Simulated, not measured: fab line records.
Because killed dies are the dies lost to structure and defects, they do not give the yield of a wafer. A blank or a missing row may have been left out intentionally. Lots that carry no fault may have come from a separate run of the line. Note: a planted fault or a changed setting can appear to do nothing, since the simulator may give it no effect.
8D (eight disciplines) problem report, filled in by code / flow n5-finfet / the parts of the form that need people (team, actions taken, sign-off) are left out

== 1. THE ISSUE ==
oes-product-au at N5_PASSIVATION_PASS_ETCH_74 reads a mean of 1.18 a.u. on 1 wafer of 1 lot; wafers without a fault read 0.82 a.u. with a standard deviation of 0.088. That is +4.1 standard deviations from the usual mean.
The step: etches SiNx in CF4/O2, target depth 220 nm, time 110 s.
First seen on wafer L623.1, day 14 11:10, on rie-diel-04. The record holds 15 wafers of 5 lots with a number at this step. By rule, "out" or "out of limits" means more than 4 standard deviations away from the usual mean. All remaining wafers that have a number are taken as sound.

== 2. WHAT IT IS, WHAT IT ISN'T ==
question=which readings at this step | is=oes-product-au | is not=drypump-motor-current-A, rf-vpp-V, showerhead-plenum-p-Torr, throttle-valve-pct
question=which lots | is=L623 | is not=L614, L630, L636, L637
question=which wafers of those lots | is=L623.1 | is not=L623.2, L623.5
question=read on which tools | is=rie-diel-04 | is not=rie-diel-06
question=when | is=from day 14 11:10 | is not=up to then (5 sound wafers); but 9 sound wafers of L630, L636, L637 came after

== 3. SUSPECTS, AND WHAT RULES EACH OUT ==
Counting: a tool at a process step up to the reading stays a suspect if it ran every lot that is out. Sound lots after the first of them don't rule it out here, since some wafers of a struck lot are sound.
- rie-diel-04 at N5_PASSIVATION_DESCUM_12 (chemistry O2, time 7.9 s): kept. It ran the lot that is out, L623 (day 14 11:06).
- rie-diel-04 at N5_PASSIVATION_PASS_ETCH_74 (etches SiNx in CF4/O2, target depth 220 nm, time 110 s): kept. It ran the lot that is out, L623 (day 14 11:10). Its own readings are out on those wafers: oes-product-au.
- At N5_PASSIVATION_DESCUM_12, inside rie-diel-04: chamber 2 took the wafers that are out, while their sound lot-mates went through chambers 1, 3.
- At N5_PASSIVATION_PASS_ETCH_74, inside rie-diel-04: chamber 2 took the wafers that are out, while their sound lot-mates went through chambers 1, 3.
Remaining after the count are rie-diel-04 at N5_PASSIVATION_DESCUM_12 and rie-diel-04 at N5_PASSIVATION_PASS_ETCH_74.

== 4. THE CAUSE (what the simulator had put in) ==
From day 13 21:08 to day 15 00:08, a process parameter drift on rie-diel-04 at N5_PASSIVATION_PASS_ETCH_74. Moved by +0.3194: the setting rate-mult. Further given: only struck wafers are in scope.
Counting leaves 2 suspects; this tool is one of them.

== 5. THE CHAIN OF EFFECTS, in route order ==
Each row: a reading where the mean over the struck wafers with a number is more than 3 standard deviations away from the usual. Scope: only readings with a usual standard deviation given in the record; hours: median across lots of the time from each lot's start at the first step in this table that gives one to its start at this step; sigmas: change in usual standard deviations.
hours=0; step=N5_PASSIVATION_PASS_ETCH_74; reading=oes-product-au; usual=0.82 a.u.; on struck wafers=1.18; change=+0.36; sigmas=+4.1
The process steps in it:
- N5_PASSIVATION_PASS_ETCH_74: etches SiNx in CF4/O2, target depth 220 nm, time 110 s.

== 6. WHAT WOULD HAVE CAUGHT IT SOONER ==
First out-of-limits reading in this record: day 14 11:10, which is 14 hours after fault onset at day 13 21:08.
